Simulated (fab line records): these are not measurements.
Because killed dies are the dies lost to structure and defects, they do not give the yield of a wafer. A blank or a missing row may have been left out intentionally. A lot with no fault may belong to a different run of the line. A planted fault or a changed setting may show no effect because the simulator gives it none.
Struck lot and sound lot, side by side | flow n5 finfet | 17 out of 1938 route steps
Sound: wafers L424.1, L424.2, L424.6. Struck: wafers L436.2, L436.4, L436.6. The cause is given at the end.
Per side, at each step with rows, come the tool, then ch with its chambers, and then its first start. Under that, the readings that differ: sound wafers | struck wafers | difference of the means | sigmas: that difference in standard deviations of wafers without a fault.
alike: same words and numbers on both sides, and readings whose means sit less than 2 such deviations apart. not compared: any withheld reading, any reading some wafer has no value for, any bound like >300 that may hide the same value, and any number with overlapping values for which the record gives no deviation.
Wherever a step has rows on one side only, a row that says differs or no value, or a row with sigmas, the two part there. Non-overlapping numbers with no deviation appear without sigmas and do not part them. Lack of a reading on every wafer of one side parts them only where that side has two or more wafers.

first, 10 steps without rows for these wafers: N5_PMOS_HMC_CHANNEL_EPI_DESCUM_14 (chemistry O2, time 7.9 s); N5_PMOS_HMC_CHANNEL_EPI_ETCH_32 (etches BARC in N2/H2, stops on SiO2, target depth 85.8 nm, time 50.3 s); N5_PMOS_HMC_CHANNEL_EPI_HM_OPEN_15 (chemistry CHF3/O2, target SiO2, target depth 40.6 nm, time 20.3 s); N5_PMOS_HMC_CHANNEL_EPI_STRIP_33 (strips in N2/H2); N5_PMOS_HMC_CHANNEL_EPI_STRIP_17 (strips in SPM, time 750 s); N5_PMOS_HMC_CHANNEL_EPI_ETCH_38 (etches SiO2 in CF4, target depth 1.5 nm); N5_PMOS_HMC_CHANNEL_EPI_FIN_RECESS_16 (chemistry HBr/Cl2, target Si, target depth 54 nm, time 18 s); N5_PMOS_HMC_CHANNEL_EPI_PRECLEAN_36 (cleans in O3/DIW, time 45 s); N5_PMOS_HMC_CHANNEL_EPI_PRECLEAN_18 (cleans in DHF, time 30 s); N5_PMOS_HMC_CHANNEL_EPI_SRD_19 (time 30 s).
N5_PMOS_HMC_CHANNEL_EPI_EPI_20: deposits SiGe30, target thk 59 nm.
  struck on epi rpcvd-04, day 5 06:04; sound on epi rpcvd-03 ch 0, day 2 06:32
  no value came back on the struck wafers for chamber pressure Torr (Torr), lamp inner pct (%); on the sound wafers chamber pressure Torr (Torr) reads 19.92 19.95 20.00
then, 4 steps without rows for these wafers: N5_PMOS_HMC_CHANNEL_EPI_HM_STRIP_35 (strips SiO2 in dHF, material SiO2, target depth 39.6 nm, time 216 s); N5_PMOS_HMC_CHANNEL_EPI_SRD_39 (time 30 s); N5_PMOS_HMC_CHANNEL_EPI_CMP_21 (polishes SiGe30, target thk 54 nm); N5_PMOS_HMC_CHANNEL_EPI_PRECLEAN_40 (cleans in DHF, time 30 s).
N5_BEOL_M4_RC_MEAS_101:
  the record has rows for the sound wafers here (prober-02 ch 0, day 9 02:45) and none for the struck ones
-- record jumps: 12 days separate the struck wafers' starts on either side; left off in module BEOL_M4, taken up again in module PASSIVATION, whose first shown step is the route's number 1936 --
N5_PASSIVATION_PROBE_49:
  sound on prober-02, day 14 03:44; struck on prober-01, day 17 07:55
  reading             | sound    | struck         | difference | sigmas
  killed at front end | 29 30 39 | 1166 1169 1170 | +1136      | +99 or more
  killed dies         | 83 95 91 | 1180 1180 1180 | +1090      | +64
  killed on rim       | 11 13 12 | 152 152 152    | +140       | +34
  killed open         | 53 72 62 | 20 11 13       | -48        | -4
  killed short        | 29 23 28 | 8 13 2         | -19        | -2
  alike: killed_at_M0_to_M3, killed_at_M4_up, killed at contacts, killed at other

== WHERE THEY PART ==
At N5_PMOS_HMC_CHANNEL_EPI_EPI_20 first; at N5_PASSIVATION_PROBE_49 last (within this record only).

WHY: whatever the simulator had introduced
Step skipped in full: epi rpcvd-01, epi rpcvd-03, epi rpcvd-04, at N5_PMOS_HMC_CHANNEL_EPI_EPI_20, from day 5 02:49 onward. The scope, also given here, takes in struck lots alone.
